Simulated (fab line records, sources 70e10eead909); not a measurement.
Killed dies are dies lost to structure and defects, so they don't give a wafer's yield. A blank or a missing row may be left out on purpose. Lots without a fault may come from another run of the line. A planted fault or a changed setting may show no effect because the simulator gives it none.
A struck lot beside a sound one | flow nand_harc | 20 steps out of a route of 1302
Sound: wafers L320.1, L320.2, L320.4. Struck: wafers L323.3, L323.4, L323.5. The cause comes at the end.
At each step with rows: each side's tool, then ch and its chambers, then its first start. Under that, the readings that differ: sound wafers | struck wafers | difference of the means | sigmas: that difference in standard deviations of wafers without a fault.
alike: readings whose means differ by less than 2 such deviations, and words and numbers that are the same on both sides. not compared: withheld readings, readings that some wafer has no value for, bounds like >300 that may hide the same value, and numbers for which the record gives no deviation and whose values overlap.
The two part at a step that has a row with sigmas, a row that says differs or no value, or rows on one side only. Numbers that don't overlap but have no deviation are shown without sigmas and don't part them. A reading that every wafer of one side lacks parts them only if that side has two wafers or more.

NHARC_P_ZERO_WELL_CD_MEAS_37: target cd 720 nm.
  sound on cd_sem-01 ch 0, day 5 07:59; struck on cd_sem-02 ch 0, day 6 15:04
  alike: cd_nm
then, 1 step without rows for these wafers: NHARC_P_ZERO_WELL_HARDBAKE_38 (time 80 s).
NHARC_P_ZERO_WELL_DESCUM_39: chemistry O2, time 3 s.
  sound on rie_diel-12 ch 0,1,2, day 5 08:08; struck on rie_diel-12 ch 0,1, day 6 15:13
  alike: chamber_pressure_mTorr, drypump_motor_current_A, oes_product_au, rf_vpp_V, showerhead_plenum_p_Torr, throttle_valve_pct
  not compared: rf_hours_counter_h
then, 9 steps without rows for these wafers: NHARC_P_ZERO_WELL_IMPLANT_40; NHARC_P_ZERO_WELL_IMPLANT_59; NHARC_P_ZERO_WELL_IMPLANT_60; NHARC_P_ZERO_WELL_STRIP_41 (strips in SPM, time 840 s); NHARC_P_ZERO_WELL_DEHYDRATE_44 (time 120 s); NHARC_P_ZERO_WELL_HMDS_45 (time 30 s); NHARC_P_ZERO_WELL_COAT_46; NHARC_P_ZERO_WELL_SOFTBAKE_47 (time 95 s); NHARC_P_ZERO_WELL_EBR_48.
NHARC_P_ZERO_WELL_EXPOSE_49: exposes mask P HVPW, target cd 2000 nm.
  sound on krf_scanner-04 ch 0, day 5 09:28; struck on krf_scanner-01 ch 0, day 6 16:25
  reading | sound                      | struck                              | difference | sigmas
  mask    | P_HVPW#0 P_HVPW#0 P_HVPW#0 | P_HVPW_R1#0 P_HVPW_R1#0 P_HVPW_R1#0 | differs    |
then, 2 steps without rows for these wafers: NHARC_P_ZERO_WELL_PEB_50 (peb time 85 s); NHARC_P_ZERO_WELL_DEVELOP_51 (time 70 s).
NHARC_P_ZERO_WELL_CD_MEAS_52: target cd 2000 nm.
  sound on cd_sem-01 ch 0, day 5 09:37; struck on cd_sem-01 ch 0, day 6 16:34
  reading    | sound                | struck               | difference | sigmas
  cd_nm (nm) | 1999.0 2001.2 1999.5 | 1944.7 1944.2 1946.9 | -54.6      | -34
then, 1 step without rows for these wafers: NHARC_P_ZERO_WELL_HARDBAKE_53 (time 80 s).
NHARC_P_ZERO_WELL_DESCUM_54: chemistry O2, time 3 s.
  sound on rie_diel-12 ch 0,2,3, day 5 09:47; struck on rie_diel-03 ch 0,1, day 6 16:44
  reading                      | sound          | struck         | difference | sigmas
  model.P_ZERO_WELL.cd_nm (nm) | 1998 2001 1999 | 1945 1944 1947 | -54        |
  alike: chamber_pressure_mTorr, drypump_motor_current_A, oes_product_au, rf_vpp_V, showerhead_plenum_p_Torr, throttle_valve_pct
  not compared: rf_hours_counter_h
then, 1 step without rows for these wafers: NHARC_P_ZERO_WELL_IMPLANT_55.
-- the record jumps here: 22 days lie between the struck wafers' starts before and after (it left off in module P_ZERO_WELL and takes up again in module END, whose first step shown is number 1302 of the route) --
NHARC_END_SORT_01:
  sound on prober-01 ch 0, day 28 07:14; struck on prober-01 ch 0, day 29 02:15
  alike: killed_at_array, killed_at_other, killed_at_periphery, killed_dies, killed_open, killed_short

WHERE THEY PART
First at NHARC_P_ZERO_WELL_EXPOSE_49; last, within this record, at NHARC_P_ZERO_WELL_CD_MEAS_52. Later steps at which nothing parts them and some readings are alike: NHARC_P_ZERO_WELL_DESCUM_54, NHARC_END_SORT_01.

WHY: what the simulator had put in
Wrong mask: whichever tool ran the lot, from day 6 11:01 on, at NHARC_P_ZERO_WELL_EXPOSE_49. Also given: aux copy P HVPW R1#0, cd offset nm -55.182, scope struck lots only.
